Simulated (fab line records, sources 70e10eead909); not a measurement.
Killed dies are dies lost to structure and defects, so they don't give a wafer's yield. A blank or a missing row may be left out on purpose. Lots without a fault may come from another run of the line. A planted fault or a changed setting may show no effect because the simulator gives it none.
One fault seen from 2 desks | flow nand_harc | each desk has only its own numbers; what lay behind them comes last

THE TOOL OWNER'S DESK: pecvd-01
The tool's own readings at NHARC_A_ONON_D1_DEP_33 (deposits SiO2, target thk 200 nm): means of the sampled wafers that have a number, for each lot that ran on this tool. A lot is out of limits, marked OUT, if its mean lies more than 4 standard deviations from the usual mean; the brackets give that distance.
Columns: A = chamber_pressure_Torr at NHARC_A_ONON_D1_DEP_33, usual 6.500 Torr; B = heater_power_w at NHARC_A_ONON_D1_DEP_33, usual 553 W; C = mfc_precursor_sccm at NHARC_A_ONON_D1_DEP_33, usual 161.4 sccm; D = showerhead_vpp_V at NHARC_A_ONON_D1_DEP_33, usual 1817 V; E = throttle_valve_pct at NHARC_A_ONON_D1_DEP_33, usual 16.2 %
lot  | first seen here | A     | B   | C               | D    | E
L333 | day 8 14:37     | 6.506 | 533 | 161.7           | 1868 | 15.8
L334 | day 8 23:41     | 6.519 | 540 | 161.5           | 1876 | 15.8
L335 | day 9 15:50     | 6.528 | 521 | 161.6           | 1843 | 15.9
L340 | day 11 15:31    | 6.489 | 457 | 152.6 (-18) OUT | 1854 | 15.9
L342 | day 12 08:54    | 6.501 | 489 | 152.2 (-18) OUT | 1855 | 15.7
L353 | day 16 18:43    | 6.497 | 495 | 161.2           | 1838 | 15.8
This desk's finding: out of limits on L340, L342; first on L340, day 11 15:31 (mfc_precursor_sccm at NHARC_A_ONON_D1_DEP_33). In limits: L333, L334, L335, L353.

THE METROLOGY DESK
What the gauges read, lot by lot, whatever tool the lot ran on: means of the sampled wafers that have a number. A lot is out of limits, marked OUT, if its mean lies more than 4 standard deviations from the usual mean; the brackets give that distance.
Columns: A = thk_nm at NHARC_A_ONON_D1_THK_MEAS_30, usual 998 nm; B = thk_nm at NHARC_A_ONON_D1_THK_MEAS_34, usual 201 nm
lot  | first seen here | A    | B
L333 | day 8 14:31     | 992  | 202
L334 | day 8 23:33     | 1001 | 199
L335 | day 9 15:47     | 981  | 200
L340 | day 11 15:28    | 1000 | 190
L342 | day 12 08:50    | 1007 | 192
L348 | day 15 04:25    | 1002 | 197
L350 | day 15 18:14    | 1022 | 200
L351 | day 16 04:41    | 988  | 197
L352 | day 16 18:20    | 979  | 201
L353 | day 16 18:37    | 1007 | 204
L354 | day 17 13:35    | 993  | 199
This desk's finding: nothing out of limits on any of the 11 lots.

PUT TOGETHER
The tool owner's desk could have raised an alarm at day 11 15:31, on L340, L342.
The metrology desk saw nothing out of limits.
The metrology desk has L340, L342 on record, within its limits.
Of the lots named, all ran NHARC_A_ONON_D1_DEP_33 on pecvd-01.

WHAT THE SIMULATOR HAD PUT IN
Process parameter drift: pecvd-01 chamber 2, from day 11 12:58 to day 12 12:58, at NHARC_A_ONON_D1_DEP_33. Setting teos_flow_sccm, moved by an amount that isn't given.
Lots struck among those shown: L340, L342.
Hours from the fault's start to each desk's first reading out of limits: the tool owner's desk, 3.
